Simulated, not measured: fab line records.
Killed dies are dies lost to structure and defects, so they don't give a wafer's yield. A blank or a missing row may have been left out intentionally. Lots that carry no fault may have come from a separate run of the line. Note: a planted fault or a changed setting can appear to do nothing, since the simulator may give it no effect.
Matching of chambers :: flow nand-harc :: cmp-02 running NHARC_A_CONTACT_CMP_20: 4 sister chambers
The step polishes, t overpolish 30 s, target thk 300 nm. 22 wafers are shown with their chamber, then 11 later ones without.

WAFERS, EACH WITH ITS CHAMBER
wafer: L075.3
chamber: 3
motor-current-A (A): 13.0
overpolish-run-s (s): 30.008
retaining-ring-pressure-frac: 0.994

wafer: L075.4
chamber: 2
motor-current-A (A): 11.2
overpolish-run-s (s): 29.985
retaining-ring-pressure-frac: 0.995

wafer: L075.6
chamber: 3
motor-current-A (A): 13.4
overpolish-run-s (s): 30.009
retaining-ring-pressure-frac: 1.007

wafer: L077.1
chamber: 0
motor-current-A (A): 9.6
overpolish-run-s (s): 29.989
retaining-ring-pressure-frac: 0.995

wafer: L077.2
chamber: 1
motor-current-A (A): 13.1
overpolish-run-s (s): 29.997
retaining-ring-pressure-frac: 0.999

wafer: L077.3
chamber: 2
motor-current-A (A): 12.1
overpolish-run-s (s): 29.998
retaining-ring-pressure-frac: 0.993

wafer: L081.3
chamber: 0
motor-current-A (A): 9.6
overpolish-run-s (s): 30.002
retaining-ring-pressure-frac: 1.005

wafer: L081.4
chamber: 1
motor-current-A (A): 12.7
overpolish-run-s (s): 30.004
retaining-ring-pressure-frac: 0.998

wafer: L081.6
chamber: 1
motor-current-A (A): 12.9
overpolish-run-s (s): 29.987
retaining-ring-pressure-frac: 1.003

wafer: L083.4
chamber: 3
motor-current-A (A): 13.3
overpolish-run-s (s): 30.004
retaining-ring-pressure-frac: 0.999

wafer: L083.5
chamber: 1
motor-current-A (A): 13.5
overpolish-run-s (s): 30.017
retaining-ring-pressure-frac: 0.998

wafer: L083.6
chamber: 0
motor-current-A (A): 8.9
overpolish-run-s (s): 29.995
retaining-ring-pressure-frac: 0.992

wafer: L084.2
chamber: 0
motor-current-A (A): 9.8
overpolish-run-s (s): 29.994
retaining-ring-pressure-frac: 1.004

wafer: L084.3
chamber: 2
motor-current-A (A): 11.5
overpolish-run-s (s): 30.005
retaining-ring-pressure-frac: 1.007

wafer: L084.5
chamber: 3
motor-current-A (A): 12.5
overpolish-run-s (s): 30.002
retaining-ring-pressure-frac: 1.002

wafer: L088.1
chamber: 3
motor-current-A (A): 13.1
overpolish-run-s (s): 30.006
retaining-ring-pressure-frac: 0.998

wafer: L088.5
chamber: 2
motor-current-A (A): 11.7
overpolish-run-s (s): 29.992
retaining-ring-pressure-frac: 0.997

wafer: L088.6
chamber: 1
motor-current-A (A): 13.1
overpolish-run-s (s): 30.000
retaining-ring-pressure-frac: 0.990

wafer: L085.4
chamber: 2
motor-current-A (A): 11.1
overpolish-run-s (s): 30.005
retaining-ring-pressure-frac: 0.989

wafer: L085.5
chamber: 2
motor-current-A (A): 10.9
overpolish-run-s (s): 30.025
retaining-ring-pressure-frac: 1.000

wafer: L085.6
chamber: 3
motor-current-A (A): 12.8
overpolish-run-s (s): 30.008
retaining-ring-pressure-frac: 1.004

wafer: L090.3
chamber: 3
motor-current-A (A): 13.4
overpolish-run-s (s): 30.004
retaining-ring-pressure-frac: 1.008

SIGNATURES, as means of the wafers listed above
reading: motor-current-A
chamber 0: 9.475
chamber 1: 13.060
chamber 2: 11.417
chamber 3: 13.071
scatter within a chamber: 0.37

reading: overpolish-run-s
chamber 0: 29.99500
chamber 1: 30.00100
chamber 2: 30.00167
chamber 3: 30.00586
scatter within a chamber: 0.0093

reading: retaining-ring-pressure-frac
chamber 0: 0.99900
chamber 1: 0.99760
chamber 2: 0.99683
chamber 3: 1.00171
scatter within a chamber: 0.00559
Rule: for a wafer and a chamber, the distance is found by dividing, reading by reading, the gap between the wafer's reading and the chamber's mean by the reading's scatter, squaring, summing and taking the root. The wafer belongs to the nearest chamber; if the next one is less than 2 further off, it can't be placed. The scatter: the root of (the sum of the squares of (reading less its chamber's mean) over the shown wafers, divided by (wafers less chambers)).

WAFERS WHOSE CHAMBER IS MISSING
wafer: L090.4
motor-current-A (A): 9.6
overpolish-run-s (s): 29.996
retaining-ring-pressure-frac: 0.997

wafer: L090.5
motor-current-A (A): 12.3
overpolish-run-s (s): 29.996
retaining-ring-pressure-frac: 1.002

wafer: L089.2
motor-current-A (A): 13.2
overpolish-run-s (s): 29.990
retaining-ring-pressure-frac: 0.999

wafer: L089.3
motor-current-A (A): 9.9
overpolish-run-s (s): 30.016
retaining-ring-pressure-frac: 0.995

wafer: L089.5
motor-current-A (A): 13.0
overpolish-run-s (s): 29.998
retaining-ring-pressure-frac: 1.003

wafer: L087.3
motor-current-A (A): 13.3
overpolish-run-s (s): 30.009
retaining-ring-pressure-frac: 0.998

wafer: L087.4
motor-current-A (A): 10.2
overpolish-run-s (s): 30.013
retaining-ring-pressure-frac: 1.005

wafer: L087.5
motor-current-A (A): 9.1
overpolish-run-s (s): 29.997
retaining-ring-pressure-frac: 1.002

wafer: L091.1
motor-current-A (A): 9.7
overpolish-run-s (s): 30.017
retaining-ring-pressure-frac: 0.998

wafer: L091.2
motor-current-A (A): 11.8
overpolish-run-s (s): 29.991
retaining-ring-pressure-frac: 0.993

wafer: L091.5
motor-current-A (A): 11.2
overpolish-run-s (s): 29.985
retaining-ring-pressure-frac: 0.999

CHAMBER TAKEN BY EACH
wafer: L090.4
from the rows above: 0
in truth: 0

wafer: L090.5
from the rows above: can't be placed: 1 or 3 or 2
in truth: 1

wafer: L089.2
from the rows above: can't be placed: 1 or 3
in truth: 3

wafer: L089.3
from the rows above: can't be placed: 0 or 2
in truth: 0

wafer: L089.5
from the rows above: can't be placed: 3 or 1
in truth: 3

wafer: L087.3
from the rows above: can't be placed: 3 or 1
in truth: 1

wafer: L087.4
from the rows above: can't be placed: 0 or 2
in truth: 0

wafer: L087.5
from the rows above: 0
in truth: 0

wafer: L091.1
from the rows above: 0
in truth: 0

wafer: L091.2
from the rows above: can't be placed: 2 or 1
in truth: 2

wafer: L091.5
from the rows above: 2
in truth: 2
Correct placement for 4 of the 11. Not placeable from these rows: 7 (in 7, the candidates include the true chamber). 0 placed wrongly.
